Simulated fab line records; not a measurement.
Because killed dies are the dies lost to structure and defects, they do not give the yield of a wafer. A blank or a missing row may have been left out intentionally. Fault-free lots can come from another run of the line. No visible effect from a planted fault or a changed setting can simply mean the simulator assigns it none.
Chamber matching | flow nandHarc | pecvd-04 running NHARC_A_STAIRCASE_DEP_322: 3 sister chambers
The step deposits SiO2, target thk 3800 nm. 3 wafers are shown with their chamber, then 7 later ones without.

== WAFERS PAIRED WITH THEIR CHAMBERS ==
wafer  | chamber | heaterPowerW (W)
L790.5 | 2       | 519
L794.3 | 0       | 549
L794.5 | 1       | 660

== WAFERS WHOSE CHAMBER IS MISSING ==
wafer  | heaterPowerW (W)
L794.6 | 547
L805.2 | 641
L805.5 | 520
L805.6 | 643
L806.3 | 585
L806.4 | 529
L806.5 | 642

== THE CHAMBER EACH PASSED THROUGH ==
wafer  | from the rows above     | in truth
L794.6 | can't be placed: 0 or 2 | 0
L805.2 | 1                       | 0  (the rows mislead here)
L805.5 | can't be placed: 2 or 0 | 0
L805.6 | 1                       | 1
L806.3 | can't be placed: 0 or 2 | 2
L806.4 | can't be placed: 2 or 0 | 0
L806.5 | 1                       | 1
Correct placement for 2 of the 7. These rows do not allow placing 4 (true chamber among the candidates in 4). Placed wrongly: 1.
How it was worked out, from the rows above alone: a wafer's distance from a chamber is the root of the sum, over the readings, of the square of ((its reading less the chamber's mean) divided by the reading's scatter). The wafer belongs to the nearest chamber; if the next one is less than 2 further off, it can't be placed. For every chamber, the mean is computed from those of its wafers that are shown. The scatter: root of mean squared gap, hidden wafer to nearest shown wafer, with one shown wafer a chamber.
